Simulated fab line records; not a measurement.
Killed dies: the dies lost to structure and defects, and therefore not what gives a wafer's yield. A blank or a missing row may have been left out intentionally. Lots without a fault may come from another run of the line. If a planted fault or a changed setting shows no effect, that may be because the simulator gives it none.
fab line records | flow nandHarc
record: lots: 6 | wafers: 18 | lastDay: 26
route steps=1159 shown P_GATE@203
lots that met no fault: taken from a fault-free run of the same line
startH: start of the lot's first displayed wafer, in hours after the record's first day | waitH: hours since the lot's step before | " unchanged from the row above | L1.1+2: a single row standing in for several wafers | - no value, or no start was given | * or withheld: withheld | < > ~ a bound
route shown NAME@n: a module of which the file shows steps, and the number in the route of the first | usual: mean/standard deviation of fault-free wafers | same: alike in all rows | chamber/n: place in a boat | sites: the reading at each site | _std_site: standard deviation across them | _edge_site: mean of outer sites minus mean of inner sites | radiusMm: for every site, how far away it sits from the centre of the wafer | mask NAME#n: copy n | behind: the tool/chamber that last shaped the wafer | hold: the reason the lot was held/the length of the hold in hours/how it ended | device: which transistor (n, p or np) failed to switch | end of line: the same wafers' tests at the end of the route | where a step has no rows: the recipe by itself | killed: the dies lost at the first sort to structure and to defects; this is not the yield of the wafer | map: the dies of a wafer, with x for killed, . for not killed, _ for no die there
set.NAME: the setting as run; set.NAME@STEP: as run at that earlier step | model.NAME: the simulator's own value behind a step, which no gauge read
certain route steps with their lots: each step a table, each wafer a row
services: a tool's chamber out of use, with start hour (startH, from the record's first day; less than 0 if before it), hours out, and reason
== steps ==
step: NHARC_P_GATE_IMPLANT_94
recipe: energyKev: 60 | doseCm2: 2e+15 | tiltDeg: 7
step: NHARC_P_GATE_STRIP_113
recipe: powerW: 1500 | tempC: 110 | timeS: 740 | chemistry: N2/H2
usual: drypumpMotorCurrentA: 5.8/0.45 | heaterPowerW: 93/7
lot.wafer | tool           | chamber | startH | waitH | drypumpMotorCurrentA | heaterPowerW | rfHoursCounterH
L353.2    | plasmaAsher-02 | 0       | 128.19 | 0.2   | 5.2                  | 102          | 40
L353.3    | "              | 0       | "      | "     | 5.2                  | 101          | -
L353.6    | "              | 1       | "      | "     | 6.5                  | 96           | -
L356.1    | plasmaAsher-01 | 0       | 148.63 | 0.3   | 5.7                  | 91           | 13
L356.6    | "              | 0       | "      | "     | 5.7                  | 87           | -
L356.5    | "              | 1       | "      | "     | 5.6                  | 87           | -
L358.2    | plasmaAsher-02 | 1       | 160.44 | 0.2   | 6.5                  | 100          | 51
L358.1    | "              | 0       | "      | "     | 5.2                  | 100          | 51
L358.4    | "              | 1       | "      | "     | 6.5                  | 100          | -
L360.1    | plasmaAsher-01 | 1       | 185.62 | 0.7   | 5.6                  | 86           | 25
L360.2    | "              | 0       | "      | "     | 5.7                  | 85           | 25
L360.3    | "              | 0       | "      | "     | 5.7                  | 89           | -
L369.2    | plasmaAsher-02 | 0       | 224.69 | 0.2   | 5.2                  | 102          | 11
L369.3    | "              | 0       | "      | "     | 5.2                  | 102          | -
L369.4    | "              | 1       | "      | "     | 6.5                  | 99           | -
L368.4    | plasmaAsher-02 | 1       | 226.60 | 0.3   | 6.5                  | 97           | -
L368.3    | "              | 0       | "      | "     | 5.2                  | 101          | -
L368.6    | "              | 1       | "      | "     | 6.5                  | 96           | -
step: NHARC_P_GATE_STRIP_95
recipe: powerW: 1500 | tempC: 250 | chemistry: O2
usual: drypumpMotorCurrentA: 5.8/0.45 | heaterPowerW: 345/25
lot.wafer | tool           | chamber | startH | waitH | drypumpMotorCurrentA | heaterPowerW | rfHoursCounterH
L353.2    | plasmaAsher-02 | 0       | 128.90 | 0.6   | 5.2                  | 361          | 41
L353.3    | "              | 0       | "      | "     | 5.2                  | 375          | -
L353.6    | "              | 1       | "      | "     | 6.5                  | 361          | -
L356.1    | plasmaAsher-01 | 0       | 149.34 | 0.6   | 5.7                  | 320          | 14
L356.6    | "              | 0       | "      | "     | 5.7                  | 332          | -
L356.5    | "              | 1       | "      | "     | 5.6                  | 322          | -
L358.2    | plasmaAsher-02 | 1       | 161.16 | 0.6   | 6.5                  | 357          | 52
L358.1    | "              | 0       | "      | "     | 5.2                  | 380          | 52
L358.4    | "              | 1       | "      | "     | 6.5                  | 356          | -
L360.1    | plasmaAsher-01 | 1       | 186.34 | 0.6   | 5.7                  | 325          | 25
L360.2    | "              | 0       | "      | "     | 5.7                  | 324          | 25
L360.3    | "              | 0       | "      | "     | 5.7                  | 319          | -
L369.2    | plasmaAsher-02 | 0       | 225.41 | 0.6   | 5.2                  | 386          | 12
L369.3    | "              | 0       | "      | "     | 5.2                  | 383          | -
L369.4    | "              | 1       | "      | "     | 6.5                  | 369          | -
L368.4    | plasmaAsher-02 | 1       | 227.09 | 0.4   | 6.5                  | 362          | -
L368.3    | "              | 0       | "      | "     | 5.2                  | 390          | -
L368.6    | "              | 1       | "      | "     | 6.5                  | 368          | -
step: NHARC_P_GATE_STRIP_96
recipe: timeS: 900 | tempC: 130 | chemistry: SPM
step: NHARC_P_GATE_RTA_64
recipe: tempC: 1050 | timeS: 1
usual: annealTempCMax: 1055.2/1.1 | lampPowerPct: 30.9/1.3 | wafer_temp_C_max: 1055.4/1.7
lot.wafer | tool         | chamber | startH | waitH | annealTempCMax | lampPowerPct | wafer_temp_C_max
L353.2    | rtpAnneal-01 | 0       | 129.50 | -     | 1054.4         | 31.9         | 1053.6
L353.3    | "            | 0       | "      | "     | 1055.3         | 31.9         | 1055.8
L353.6    | "            | 0       | "      | "     | 1056.0         | 32.0         | 1054.3
L356.1    | rtpAnneal-01 | 0       | 149.91 | -     | 1056.0         | 31.9         | 1054.1
L356.5    | "            | 0       | "      | "     | 1055.4         | 32.0         | 1054.6
L356.6    | "            | 0       | "      | "     | 1055.9         | 31.8         | 1054.7
L358.1    | rtpAnneal-02 | 0       | 162.04 | -     | 1054.5         | 29.2         | 1056.9
L358.2    | "            | 0       | "      | "     | 1054.2         | 29.2         | 1057.6
L358.4    | "            | 0       | "      | "     | 1054.3         | 29.2         | 1056.7
L360.1    | rtpAnneal-01 | 0       | 186.90 | -     | 1055.8         | 31.9         | 1054.0
L360.2    | "            | 0       | "      | "     | 1055.5         | 31.8         | 1053.5
L360.3    | "            | 0       | "      | "     | 1056.0         | 31.9         | 1054.6
L369.2    | rtpAnneal-01 | 0       | 226.01 | -     | 1056.7         | 31.9         | 1054.7
L369.3    | "            | 0       | "      | "     | 1057.7         | 31.9         | 1054.8
L369.4    | "            | 0       | "      | "     | 1056.2         | 31.8         | 1054.2
L368.3    | rtpAnneal-02 | 0       | 227.71 | -     | 1055.1         | 29.2         | 1059.1
L368.4    | "            | 0       | "      | "     | 1054.0         | 29.2         | 1056.8
L368.6    | "            | 0       | "      | "     | 1053.9         | 29.1         | 1057.2
step: NHARC_P_GATE_ETCH_77
recipe: targetDepthA: 60 | chemistry: dHF | material: SiO2
step: NHARC_P_GATE_DEGAS_109
recipe: tempC: 300 | timeS: 60
usual: heaterPowerW: 481/39 | susceptorTempC: 299.99/0.18
lot.wafer | tool          | chamber | startH | waitH | heaterPowerW | susceptorTempC
L353.3    | pvdSputter-01 | -       | 129.78 | 0.1   | 533          | 299.88
L353.2    | "             | -       | "      | "     | 468          | 300.00
L353.6    | "             | -       | "      | "     | 487          | 300.25
L356.1    | pvdSputter-03 | -       | 150.22 | 0.1   | 388          | 299.79
L356.5    | "             | -       | "      | "     | 385          | 299.92
L356.6    | "             | -       | "      | "     | 528          | 300.05
L358.4    | pvdSputter-02 | -       | 162.36 | 0.1   | 544          | 300.14
L358.1    | "             | -       | "      | "     | 442          | 299.55
L358.2    | "             | -       | "      | "     | 482          | 299.90
L360.2    | pvdSputter-01 | -       | 187.23 | 0.1   | 469          | 299.85
L360.3    | "             | -       | "      | "     | 501          | 299.98
L360.1    | "             | -       | "      | "     | 476          | 300.25
L369.2    | pvdSputter-01 | -       | 226.29 | 0.1   | 509          | -
L369.4    | "             | -       | "      | "     | 479          | -
L369.3    | "             | -       | "      | "     | 461          | -
L368.3    | pvdSputter-02 | -       | 227.96 | 0.1   | 452          | 300.06
L368.4    | "             | -       | "      | "     | 434          | 300.06
L368.6    | "             | -       | "      | "     | 456          | 299.92
step: NHARC_P_GATE_PRE_CLEAN_110
recipe: timeS: 30 | biasV: 200 | gas: Ar
step: NHARC_P_GATE_SPUTTER_78
recipe: targetThkA: 100 | material: Ni
step: NHARC_P_GATE_SPUTTER_79
recipe: targetThkA: 100 | material: TiN
step: NHARC_P_GATE_RTA_80
recipe: tempC: 300 | timeS: 30
usual: annealTempCMax: 301.4/0.32 | wafer_temp_C_max: 301.7/0.54
same: timeS: 30
lot.wafer | tool         | chamber | startH | waitH | annealTempCMax | wafer_temp_C_max
L353.2    | rtpAnneal-01 | 0       | 130.14 | -     | 301.4          | 301.1
L353.3    | "            | 0       | "      | "     | 301.7          | 301.4
L353.6    | "            | 0       | "      | "     | 301.5          | 301.2
L356.1    | rtpAnneal-01 | 0       | 150.51 | -     | 301.5          | 301.8
L356.5    | "            | 0       | "      | "     | 301.7          | 301.4
L356.6    | "            | 0       | "      | "     | 301.3          | 301.5
L358.1    | rtpAnneal-02 | 0       | 162.65 | -     | 301.3          | 302.5
L358.2    | "            | 0       | "      | "     | 301.3          | 302.2
L358.4    | "            | 0       | "      | "     | 301.3          | 301.8
L360.1    | rtpAnneal-01 | 0       | 187.52 | -     | 301.7          | 301.4
L360.2    | "            | 0       | "      | "     | 301.5          | 301.2
L360.3    | "            | 0       | "      | "     | 301.5          | 301.4
L369.2    | rtpAnneal-02 | 0       | 226.69 | -     | 301.4          | 302.2
L369.3    | "            | 0       | "      | "     | 301.4          | 301.6
L369.4    | "            | 0       | "      | "     | 302.0          | 303.2
L368.3    | rtpAnneal-02 | 0       | 228.34 | -     | 301.3          | 302.7
L368.4    | "            | 0       | "      | "     | 301.1          | 301.8
L368.6    | "            | 0       | "      | "     | 301.2          | 302.0
step: NHARC_P_GATE_STRIP_67
recipe: timeS: 600 | tempC: 130 | chemistry: SPM
step: NHARC_P_GATE_RTA_82
recipe: tempC: 450 | timeS: 30
usual: annealTempCMax: 452.3/0.49 | lampPowerPct: 3.60/0.16 | wafer_temp_C_max: 452.4/0.74
lot.wafer | tool         | chamber | startH | waitH | annealTempCMax | lampPowerPct | wafer_temp_C_max
L353.2    | rtpAnneal-02 | 0       | 130.61 | -     | 451.9          | 3.42         | 453.7
L353.3    | "            | 0       | "      | "     | 452.0          | 3.42         | 454.0
L353.6    | "            | 0       | "      | "     | 452.2          | 3.42         | 453.9
L356.1    | rtpAnneal-01 | 0       | 151.23 | -     | 452.4          | 3.73         | 452.1
L356.5    | "            | 0       | "      | "     | 452.1          | 3.73         | 452.1
L356.6    | "            | 0       | "      | "     | 452.1          | 3.74         | 452.0
L358.1    | rtpAnneal-02 | -       | 163.11 | -     | -              | -            | -
L358.2    | "            | -       | "      | "     | -              | -            | -
L358.4    | "            | -       | "      | "     | -              | -            | -
L360.1    | rtpAnneal-01 | -       | 187.99 | -     | -              | -            | -
L360.2    | "            | -       | "      | "     | -              | -            | -
L360.3    | "            | -       | "      | "     | -              | -            | -
L369.2    | rtpAnneal-01 | 0       | 227.15 | -     | 452.1          | 3.74         | 451.4
L369.3    | "            | 0       | "      | "     | 452.6          | 3.73         | 451.7
L369.4    | "            | 0       | "      | "     | 452.6          | 3.74         | 451.8
L368.3    | rtpAnneal-02 | 0       | 228.80 | -     | 451.9          | 3.42         | 453.5
L368.4    | "            | 0       | "      | "     | 451.8          | 3.41         | 453.0
L368.6    | "            | 0       | "      | "     | 451.6          | 3.41         | 453.7
step: NHARC_P_GATE_INSPECT_68
usual: rawDefectCount: 201/83
lot.wafer | tool             | chamber | startH | waitH | rawDefectCount
L353.2    | defectInspect-02 | -       | 130.78 | 0.1   | 183
L353.3    | "                | -       | "      | "     | 246
L353.6    | "                | -       | "      | "     | 145
L356.1    | defectInspect-02 | -       | 151.42 | 0.2   | 288
L356.5    | "                | -       | "      | "     | 210
L356.6    | "                | -       | "      | "     | 144
L358.1    | defectInspect-02 | -       | 163.30 | 0.2   | 225
L358.2    | "                | -       | "      | "     | 135
L358.4    | "                | -       | "      | "     | 221
L360.1    | defectInspect-01 | -       | 188.18 | 0.2   | 233
L360.2    | "                | -       | "      | "     | 204
L360.3    | "                | -       | "      | "     | 131
L369.2    | defectInspect-01 | -       | 227.31 | 0.1   | 200
L369.3    | "                | -       | "      | "     | 171
L369.4    | "                | -       | "      | "     | 158
L368.3    | defectInspect-01 | -       | 228.94 | 0.1   | 123
L368.4    | "                | -       | "      | "     | 197
L368.6    | "                | -       | "      | "     | 282
== services ==
tool           | chamber | startH | hours | kind
plasmaAsher-02 | -       | 107.91 | 1.4   | repair
plasmaAsher-01 | 0       | 108.00 | -     | clean
plasmaAsher-01 | 1       | 108.00 | -     | clean
pvdSputter-01  | -       | 124.79 | 1.1   | repair
pvdSputter-02  | -       | 140.30 | 20.0  | repair
pvdSputter-01  | -       | 158.00 | 10.0  | pm
plasmaAsher-02 | -       | 183.12 | 9.0   | pm
plasmaAsher-02 | 0       | 183.12 | 9.0   | ventCycle
plasmaAsher-02 | 1       | 183.12 | 9.0   | ventCycle
plasmaAsher-02 | 0       | 192.12 | -     | clean
plasmaAsher-02 | 1       | 192.12 | -     | clean
pvdSputter-03  | -       | 204.12 | 0.7   | repair
pvdSputter-02  | -       | 214.00 | 10.0  | pm
== key ==
firstSign: step: NHARC_P_GATE_RTA_82 | reading: toolRecord | direction: missing
effect none on later readings
metAt NHARC_P_GATE_RTA_82
struckWafers L358.1,L358.2,L358.4,L360.1,L360.2,L360.3
laterRowsLeftOut L358.1,L358.2,L358.4,L360.1,L360.2,L360.3
sortLeftOut L358.1,L358.2,L358.4,L360.1,L360.2,L360.3
testerLeftOut L358,L360
onsetBetween 151.23 163.11
fault: kind: skippedStepWhole | tool: rtpAnneal-01,rtpAnneal-02 | chamber: - | onsetH: 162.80 | steps: NHARC_P_GATE_RTA_82 | scope: struckLotsOnly
testerLeftOut: of these lots the tester's yield and bins aren't shown, on N5 and GAA mostly nor the transistor test; their killed dies are dies lost to structure and defects alone, not to doping, threshold or leakage, so they don't give the yield
sortLeftOut: the simulated sort isn't trusted on such a fault, so these wafers' sort isn't shown, and their yield isn't known
laterRowsLeftOut: the simulator's readings of these wafers behind a module that went badly wrong aren't trusted and aren't shown, but for the sort
